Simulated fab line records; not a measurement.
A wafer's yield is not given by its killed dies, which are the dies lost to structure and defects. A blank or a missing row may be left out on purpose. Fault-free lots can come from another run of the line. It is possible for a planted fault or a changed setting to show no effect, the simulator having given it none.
Which tool was responsible? | flow n5-finfet | 11 lots with 33 wafers sampled at 4 steps, on a route of 1938 steps

## WHAT EACH GAUGE READ, for each wafer
N5_BEOL_M14_CD_MEAS_10 targets a cd of 250 nm. Usual: cd-nm at 250.5 nm, with a standard deviation of 1.9.
lot  | measured     | on        | cd-nm (nm)        | flag
L796 | day 11 12:48 | cd-sem-03 | 251.9 250.2 251.3 |
L799 | day 12 18:25 | cd-sem-01 | 249.9 249.9 249.5 |
L801 | day 13 17:35 | cd-sem-01 | 251.7 248.3 250.6 |
L803 | day 13 20:34 | cd-sem-03 | 249.6 247.6 250.9 |
L802 | day 13 20:52 | cd-sem-01 | 252.8 252.0 252.5 |
L805 | day 14 13:28 | cd-sem-01 | 253.0 249.9 253.1 |
L807 | day 15 05:07 | cd-sem-03 | 252.2 248.7 250.8 |
L813 | day 16 06:52 | cd-sem-01 | 251.4 248.4 251.1 |
L814 | day 16 18:17 | cd-sem-01 | 250.3 251.1 249.9 |
L816 | day 16 19:16 | cd-sem-03 | 250.7 246.3 249.9 |
L815 | day 16 23:51 | cd-sem-03 | 251.9 251.1 251.8 |

N5_BEOL_M14_INSPECT_30: inspects for defects (macro). Usual: raw-defect-count at 1.9, with a standard deviation of 1.4.
lot  | measured     | on                | raw-defect-count | flag
L796 | day 11 13:46 | defect-inspect-01 | 1 3 3            |
L799 | day 12 19:54 | defect-inspect-02 | 1 3 4            |
L801 | day 13 18:29 | defect-inspect-02 | 1 0 3            |
L803 | day 13 21:28 | defect-inspect-01 | 7 1 0            |
L802 | day 13 21:46 | defect-inspect-01 | 2 0 2            |
L805 | day 14 14:24 | defect-inspect-02 | 2 1 1            |
L807 | day 15 06:28 | defect-inspect-01 | 1 2 3            |
L813 | day 16 07:47 | defect-inspect-01 | 2 1 1            |
L814 | day 16 19:11 | defect-inspect-02 | 0 0 1            |
L816 | day 16 20:35 | defect-inspect-02 | 1 3 3            |
L815 | day 17 00:45 | defect-inspect-02 | 2 1 1            |

## WHICH TOOL RAN EACH LOT (tool, then ch and the chambers of the sampled wafers, then the start)
lot  | N5_BEOL_M14_DESCUM_15              | N5_BEOL_M14_COAT_22
L796 | rie-diel-01 ch 1,2, day 11 12:57   | litho-track-01 ch 0, day 11 13:26
L799 | rie-diel-04 ch 1,2,3, day 12 18:58 | litho-track-01 ch 0, day 12 19:26
L801 | rie-diel-04 ch 1,2, day 13 17:40   | litho-track-04 ch 0, day 13 18:08
L803 | rie-diel-04 ch 1,3, day 13 20:39   | litho-track-04 ch 0, day 13 21:07
L802 | rie-diel-01 ch 0,1,3, day 13 20:57 | litho-track-04 ch 0, day 13 21:26
L805 | rie-diel-01 ch 1,3, day 14 13:34   | litho-track-01 ch 0, day 14 14:02
L807 | rie-diel-04 ch 0,1,3, day 15 05:40 | litho-track-04 ch 0, day 15 06:08
L813 | rie-diel-04 ch 2,3, day 16 06:57   | litho-track-05 ch 0, day 16 07:26
L814 | rie-diel-01 ch 1,2, day 16 18:23   | litho-track-01 ch 0, day 16 18:52
L816 | rie-diel-04 ch 0,2,3, day 16 19:46 | litho-track-01 ch 0, day 16 20:14
L815 | rie-diel-04 ch 0,2,3, day 16 23:56 | litho-track-05 ch 0, day 17 00:25
- N5_BEOL_M14_DESCUM_15: chemistry O2, time 7.9 s.
- N5_BEOL_M14_COAT_22: resist thk 300 nm.

## WHAT THE TOOLS THEMSELVES READ (means of the sampled wafers that have a number; where no wafer has one, the mark that the record gives instead)
N5_BEOL_M14_DESCUM_15. Usual: drypump-motor-current-A 5.9 A, standard deviation 0.43; oes-product-au 0.78 a.u., standard deviation 0.082; rf-fwd-power-W 49.33 W, standard deviation 0.23; rf-vpp-V 243.0 V, standard deviation 1.1; showerhead-plenum-p-Torr 2.08 Torr, standard deviation 0.056; throttle-valve-pct 20.51 %, standard deviation 0.24.
lot  | tool        | drypump-motor-current-A (A) | oes-product-au (a.u.) | rf-fwd-power-W (W) | rf-vpp-V (V) | showerhead-plenum-p-Torr (Torr) | throttle-valve-pct (%) | flag
L796 | rie-diel-01 | 5.8                         | 0.76                  | 49.41              | 242.1        | 2.05                            | 20.69                  |
L799 | rie-diel-04 | 5.7                         | 0.81                  | 49.32              | 243.1        | 2.10                            | 20.43                  |
L801 | rie-diel-04 | 5.7                         | 0.76                  | 49.10              | 243.2        | 2.08                            | 20.44                  |
L803 | rie-diel-04 | 5.5                         | 0.81                  | 49.19              | 243.7        | 2.10                            | 20.61                  |
L802 | rie-diel-01 | 6.3                         | 0.83                  | 49.44              | 242.4        | 2.08                            | 20.49                  |
L805 | rie-diel-01 | 6.5                         | 0.91                  | 49.42              | 243.7        | 2.13                            | 20.56                  |
L807 | rie-diel-04 | 5.5                         | 0.86                  | 49.05              | 242.8        | 2.09                            | 20.41                  |
L813 | rie-diel-04 | 5.7                         | 0.82                  | 49.27              | 243.9        | 2.11                            | 20.49                  |
L814 | rie-diel-01 | 5.8                         | 0.74                  | 49.42              | 241.7        | 2.04                            | 20.72                  |
L816 | rie-diel-04 | 5.6                         | 0.83                  | 49.20              | 243.4        | 2.08                            | 20.28                  |
L815 | rie-diel-04 | 5.6                         | 0.83                  | 49.29              | 243.1        | 2.08                            | 20.27                  |

N5_BEOL_M14_COAT_22. Usual: spin-speed-rpm at 2887.8 rpm, with a standard deviation of 1.8.
lot  | tool           | spin-speed-rpm (rpm) | flag
L796 | litho-track-01 | 2888.6               |
L799 | litho-track-01 | 2884.7               |
L801 | litho-track-04 | 2886.8               |
L803 | litho-track-04 | 2885.1               |
L802 | litho-track-04 | 3127.1               | OFF
L805 | litho-track-01 | 2888.0               |
L807 | litho-track-04 | 3127.2               | OFF
L813 | litho-track-05 | 2887.4               |
L814 | litho-track-01 | 2887.4               |
L816 | litho-track-01 | 2885.3               |
L815 | litho-track-05 | 2887.7               |

## THE ANSWER, worked out from the rows above alone
Rule: a lot counts as off when the mean over its wafers that have a number is more than 3 standard deviations away from the usual mean. Also off: a lot with no number at a reading for which 4 or more lots have one. Any other lot the step has rows for is counted as sound. The gauges are gone through in route order, then the tools' own readings, and for those a lot's mean is taken as printed above. The first step at which some lot is off is used, and at that step the reading that is off furthest; a lot without a number counts as furthest.
Off: L802, L807 (N5_BEOL_M14_COAT_22, spin-speed-rpm).
A tool fits if, at that step or a process step before it, it ran every lot that is off, and no sound lot after the first of them. One fits: N5_BEOL_M14_COAT_22 on litho-track-04. A fault onset in the window from L803 (day 13 21:07, its last sound lot) to L802 (day 13 21:26, its first lot off) fits.
The tool's own readings at N5_BEOL_M14_COAT_22 bear it out: on the lots that are off they differ by more than 5 times the standard deviation of the sound lots' means. spin-speed-rpm reads 3127.1 rpm there against 2886.8 rpm on the sound lots.

## WHAT WAS PUT IN BY THE SIMULATOR
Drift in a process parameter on litho-track-04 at N5_BEOL_M14_COAT_22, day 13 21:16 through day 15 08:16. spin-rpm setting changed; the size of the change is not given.
Struck lots among those shown: L802, L807. The rule above found the same.
